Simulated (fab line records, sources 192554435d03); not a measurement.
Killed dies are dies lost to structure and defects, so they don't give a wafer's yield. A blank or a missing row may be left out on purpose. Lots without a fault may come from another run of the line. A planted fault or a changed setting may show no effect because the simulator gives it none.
Which tool did it? | flow n5_finfet | 24 lots, 72 wafers sampled, at 5 steps of a route of 1938

WHAT THE GAUGES READ, wafer by wafer
N5_BEOL_M6_CD_MEAS_28: target cd 40 nm. Usual: cd_nm 39.99 nm, standard deviation 0.22.
lot  | measured     | on        | cd_nm (nm)        | flag
L074 | day 8 16:26  | cd_sem-03 | 39.89 39.42 40.05 |
L075 | day 9 02:11  | cd_sem-03 | 40.16 39.96 39.89 |
L076 | day 9 13:19  | cd_sem-01 | 39.91 40.22 39.93 |
L077 | day 9 18:50  | cd_sem-03 | 40.08 39.77 40.08 |
L078 | day 9 20:41  | cd_sem-01 | 39.89 39.82 39.91 |
L079 | day 10 09:26 | cd_sem-01 | 39.54 39.89 39.88 |
L080 | day 10 12:25 | cd_sem-01 | 39.79 40.23 40.08 |
L081 | day 10 16:17 | cd_sem-01 | 40.06 39.92 40.57 |
L084 | day 10 21:20 | cd_sem-01 | 39.63 40.23 39.74 |
L082 | day 11 01:43 | cd_sem-02 | 39.49 39.92 39.97 |
L083 | day 11 11:31 | cd_sem-01 | 40.20 39.78 39.60 |
L085 | day 11 18:32 | cd_sem-02 | 39.88 39.94 39.84 |
L086 | day 11 18:35 | cd_sem-01 | 39.92 40.06 39.91 |
L087 | day 12 09:49 | cd_sem-03 | 40.58 40.11 39.63 |
L088 | day 12 12:48 | cd_sem-03 | 40.10 39.76 39.90 |
L090 | day 12 14:38 | cd_sem-03 | 40.00 39.86 40.31 |
L089 | day 12 14:58 | cd_sem-02 | 40.32 40.29 39.70 |
L091 | day 12 23:59 | cd_sem-03 | 40.38 39.89 40.03 |
L092 | day 13 08:51 | cd_sem-02 | 39.77 39.63 39.93 |
L095 | day 13 15:04 | cd_sem-02 | 40.02 39.87 40.00 |
L093 | day 13 18:02 | cd_sem-02 | 39.81 39.81 39.64 |
L094 | day 14 02:14 | cd_sem-02 | 39.81 39.98 40.15 |
L096 | day 14 05:34 | cd_sem-03 | 40.58 40.00 40.10 |
L097 | day 14 13:08 | cd_sem-01 | 40.50 40.14 40.17 |

N5_BEOL_M6_INSPECT_30: inspects for defects (brightfield). Usual: raw_defect_count 444, standard deviation 130.
lot  | measured     | on                | raw_defect_count | flag
L074 | day 8 16:31  | defect_inspect-01 | 432 518 591      |
L075 | day 9 02:17  | defect_inspect-02 | 289 400 360      |
L076 | day 9 13:24  | defect_inspect-01 | 561 423 388      |
L077 | day 9 18:56  | defect_inspect-01 | 426 711 419      |
L078 | day 9 20:47  | defect_inspect-01 | 636 540 706      |
L079 | day 10 09:31 | defect_inspect-02 | 295 257 384      |
L080 | day 10 12:30 | defect_inspect-02 | 424 401 350      |
L081 | day 10 16:22 | defect_inspect-02 | 336 388 410      |
L084 | day 10 21:26 | defect_inspect-02 | 427 548 386      |
L082 | day 11 01:48 | defect_inspect-02 | 603 632 861      |
L083 | day 11 11:36 | defect_inspect-02 | 399 463 379      |
L085 | day 11 18:53 | defect_inspect-02 | 457 681 574      |
L086 | day 11 18:53 | defect_inspect-02 | 434 732 517      |
L087 | day 12 09:55 | defect_inspect-01 | 342 309 399      |
L088 | day 12 12:53 | defect_inspect-01 | 305 387 346      |
L090 | day 12 14:44 | defect_inspect-02 | 319 426 311      |
L089 | day 12 15:04 | defect_inspect-02 | 370 428 418      |
L091 | day 13 00:04 | defect_inspect-02 | 362 366 444      |
L092 | day 13 08:56 | defect_inspect-02 | 380 351 253      |
L095 | day 13 15:09 | defect_inspect-01 | 607 466 512      |
L093 | day 13 18:08 | defect_inspect-01 | 282 295 335      |
L094 | day 14 02:19 | defect_inspect-02 | 401 320 254      |
L096 | day 14 05:40 | defect_inspect-02 | 456 605 636      |
L097 | day 14 13:13 | defect_inspect-02 | 337 341 369      |

N5_BEOL_M7_OVL_MEAS_12. Usual: M7_OVL 0.3 nm, standard deviation 0.63.
lot  | measured     | on         | M7_OVL (nm)    | flag
L074 | day 8 22:39  | overlay-02 | 0.2 0.8 -0.1   |
L075 | day 9 09:28  | overlay-01 | 0.4 -0.1 0.3   |
L076 | day 9 19:18  | overlay-01 | 1.2 1.2 0.1    |
L077 | day 9 23:45  | overlay-02 | 1.5 0.0 1.6    |
L078 | day 10 03:20 | overlay-01 | 1.4 1.1 0.3    |
L079 | day 10 13:56 | overlay-01 | 1.0 0.5 0.5    |
L080 | day 10 18:16 | overlay-01 | 0.3 0.4 0.2    |
L081 | day 10 22:23 | overlay-01 | 0.4 0.3 0.1    |
L084 | day 11 02:33 | overlay-01 | -0.2 1.0 0.5   |
L082 | day 11 07:20 | overlay-01 | 1.0 0.5 1.1    |
L083 | day 11 17:01 | overlay-02 | -0.3 0.0 0.2   |
L085 | day 12 02:09 | overlay-02 | 0.5 1.1 0.1    |
L086 | day 12 02:21 | overlay-02 | -0.1 0.9 0.7   |
L087 | day 12 15:47 | overlay-02 | -1.1 -0.2 0.1  |
L088 | day 12 18:56 | overlay-02 | 0.4 0.6 0.1    |
L090 | day 13 00:38 | overlay-01 | 0.5 0.5 0.8    |
L089 | day 13 00:44 | overlay-02 | 0.2 0.0 -0.1   |
L091 | day 13 06:43 | overlay-02 | 0.0 0.2 0.4    |
L092 | day 13 14:34 | overlay-01 | 0.0 -0.3 -1.7  |
L095 | day 13 20:01 | overlay-02 | -0.7 0.6 -0.5  |
L093 | day 13 23:41 | overlay-01 | 1.2 1.4 0.4    |
L094 | day 14 07:20 | overlay-02 | -0.9 -0.3 -0.1 |
L096 | day 14 10:07 | overlay-02 | -0.3 0.3 -0.5  |
L097 | day 14 17:41 | overlay-02 | 1.1 1.7 1.0    |

N5_BEOL_M7_INSPECT_13: inspects for defects (brightfield). Usual: raw_defect_count 434, standard deviation 93.
lot  | measured     | on                | raw_defect_count | flag
L074 | day 8 22:41  | defect_inspect-01 | 435 398 594      |
L075 | day 9 09:29  | defect_inspect-02 | 325 466 402      |
L076 | day 9 19:19  | defect_inspect-02 | 537 403 477      |
L077 | day 9 23:47  | defect_inspect-02 | 464 390 323      |
L078 | day 10 03:22 | defect_inspect-01 | 469 468 436      |
L079 | day 10 13:58 | defect_inspect-02 | 506 385 320      |
L080 | day 10 18:17 | defect_inspect-01 | 616 476 434      |
L081 | day 10 22:25 | defect_inspect-02 | 639 422 355      |
L084 | day 11 02:35 | defect_inspect-01 | 428 340 389      |
L082 | day 11 07:21 | defect_inspect-02 | 417 439 417      |
L083 | day 11 17:03 | defect_inspect-02 | 364 305 552      |
L085 | day 12 02:11 | defect_inspect-01 | 411 643 439      |
L086 | day 12 02:23 | defect_inspect-01 | 361 308 393      |
L087 | day 12 15:49 | defect_inspect-01 | 380 285 438      |
L088 | day 12 18:57 | defect_inspect-02 | 467 450 635      |
L090 | day 13 00:40 | defect_inspect-01 | 518 499 542      |
L089 | day 13 00:46 | defect_inspect-02 | 338 463 426      |
L091 | day 13 06:44 | defect_inspect-02 | 332 377 640      |
L092 | day 13 14:36 | defect_inspect-01 | 391 422 405      |
L095 | day 13 20:02 | defect_inspect-02 | 444 498 457      |
L093 | day 13 23:43 | defect_inspect-01 | 288 385 375      |
L094 | day 14 07:22 | defect_inspect-01 | 581 468 546      |
L096 | day 14 10:08 | defect_inspect-02 | 430 458 481      |
L097 | day 14 17:42 | defect_inspect-01 | 298 370 344      |

WHICH TOOL RAN EACH LOT (tool, then ch and the chambers of the sampled wafers, then the start)
lot  | N5_BEOL_M6_ANNEAL_51
L074 | rtp_anneal-01 ch 0, day 8 20:31
L075 | rtp_anneal-02 ch 0, day 9 06:31
L076 | rtp_anneal-02 ch 0, day 9 15:53
L077 | rtp_anneal-02 ch 0, day 9 21:48
L078 | rtp_anneal-02 ch 0, day 9 23:56
L079 | rtp_anneal-01 ch 0, day 10 11:25
L080 | rtp_anneal-01 ch 0, day 10 15:37
L081 | rtp_anneal-02 ch 0, day 10 18:51
L084 | rtp_anneal-01 ch 0, day 10 23:47
L082 | rtp_anneal-02 ch 0, day 11 04:58
L083 | rtp_anneal-01 ch 0, day 11 14:22
L085 | rtp_anneal-01 ch 0, day 11 23:00
L086 | rtp_anneal-02 ch 0, day 11 23:16
L087 | rtp_anneal-01 ch 0, day 12 13:22
L088 | rtp_anneal-02 ch 0, day 12 15:02
L090 | rtp_anneal-02 ch 0, day 12 18:34
L089 | rtp_anneal-01 ch 0, day 12 18:59
L091 | rtp_anneal-02 ch 0, day 13 04:01
L092 | rtp_anneal-01 ch 0, day 13 12:39
L095 | rtp_anneal-01 ch 0, day 13 17:19
L093 | rtp_anneal-02 ch 0, day 13 20:22
L094 | rtp_anneal-02 ch 0, day 14 04:47
L096 | rtp_anneal-01 ch 0, day 14 08:04
L097 | rtp_anneal-02 ch 0, day 14 15:25
- N5_BEOL_M6_ANNEAL_51: time 90 s.

WHAT THE TOOLS THEMSELVES READ (means of the sampled wafers that have a number; where no wafer has one, the mark that the record gives instead)
N5_BEOL_M6_ANNEAL_51. Usual: wafer_temp_C_max 225.61, standard deviation 0.23.
lot  | tool          | wafer_temp_C_max | flag
L074 | rtp_anneal-01 | 225.61           |
L075 | rtp_anneal-02 | 225.77           |
L076 | rtp_anneal-02 | 225.61           |
L077 | rtp_anneal-02 | 225.56           |
L078 | rtp_anneal-02 | 225.84           |
L079 | rtp_anneal-01 | 225.31           |
L080 | rtp_anneal-01 | 225.41           |
L081 | rtp_anneal-02 | 225.98           |
L084 | rtp_anneal-01 | 225.39           |
L082 | rtp_anneal-02 | 226.01           |
L083 | rtp_anneal-01 | 225.75           |
L085 | rtp_anneal-01 | 225.48           |
L086 | rtp_anneal-02 | 225.58           |
L087 | rtp_anneal-01 | 225.51           |
L088 | rtp_anneal-02 | 225.44           |
L090 | rtp_anneal-02 | 225.65           |
L089 | rtp_anneal-01 | 225.53           |
L091 | rtp_anneal-02 | 225.57           |
L092 | rtp_anneal-01 | 225.59           |
L095 | rtp_anneal-01 | 225.55           |
L093 | rtp_anneal-02 | 225.92           |
L094 | rtp_anneal-02 | 225.70           |
L096 | rtp_anneal-01 | 225.61           |
L097 | rtp_anneal-02 | 225.44           |

THE ANSWER, worked out from the rows above alone
Rule: a lot is off if the mean of its wafers that have a number lies more than 3 standard deviations from the usual mean. A lot without any number at a reading at which 4 lots or more have one is off too. The other lots that the step has rows for count as sound. The gauges are gone through in route order, then the tools' own readings, and for those a lot's mean is taken as printed above. The first step at which some lot is off is used, and at that step the reading that is off furthest; a lot without a number counts as furthest.
No lot is off at any reading shown: from this, nothing can be told.

WHAT THE SIMULATOR HAD PUT IN
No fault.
